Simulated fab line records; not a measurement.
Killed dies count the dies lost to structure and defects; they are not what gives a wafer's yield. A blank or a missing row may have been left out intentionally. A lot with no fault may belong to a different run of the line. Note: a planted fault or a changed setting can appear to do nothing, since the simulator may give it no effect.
Chamber matching | flow n5_finfet | rie_diel-04 running N5_BEOL_M4_ETCH_63: 4 sister chambers
The step etches SiARC in CF4, target depth 15.6 nm, time 26 s. 8 wafers are shown with their chamber, then 8 later ones without.

WAFERS PAIRED WITH THEIR CHAMBERS
wafer  | chamber | drypump_motor_current_A (A) | showerhead_plenum_p_Torr (Torr)
L082.3 | 2       | 5.47                        | 2.21
L082.5 | 1       | 5.46                        | 2.13
L084.3 | 2       | 5.51                        | 2.21
L084.5 | 0       | 6.22                        | 2.17
L086.2 | 3       | 6.14                        | 2.06
L086.5 | 3       | 6.18                        | 2.07
L086.6 | 0       | 6.22                        | 2.17
L090.3 | 1       | 5.40                        | 2.12

WAFERS WHOSE CHAMBER IS MISSING
wafer  | drypump_motor_current_A (A) | showerhead_plenum_p_Torr (Torr)
L090.5 | 5.46                        | 2.20
L090.6 | 5.41                        | 2.12
L095.1 | 5.45                        | 2.12
L095.4 | 6.18                        | 2.16
L095.5 | 5.42                        | 2.12
L094.1 | 5.48                        | 2.20
L094.2 | 5.42                        | 2.12
L094.4 | 5.48                        | 2.20

THE CHAMBER EACH PASSED THROUGH
wafer  | from the rows above | in truth
L090.5 | 2                   | 2
L090.6 | 1                   | 1
L095.1 | 1                   | 1
L095.4 | 0                   | 0
L095.5 | 1                   | 1
L094.1 | 2                   | 2
L094.2 | 1                   | 1
L094.4 | 2                   | 2
8 of 8 placed correctly. From these rows, 0 cannot be placed. 0 placed wrongly.
How it was worked out, from the rows above alone: a wafer's distance from a chamber is the root of the sum, over the readings, of the square of ((its reading less the chamber's mean) divided by the reading's scatter). The wafer belongs to the nearest chamber; if the next one is less than 2 further off, it can't be placed. A chamber's mean is the mean of its shown wafers. The scatter: the root of (the sum of the squares of (reading less its chamber's mean) over the shown wafers, divided by (wafers less chambers)).
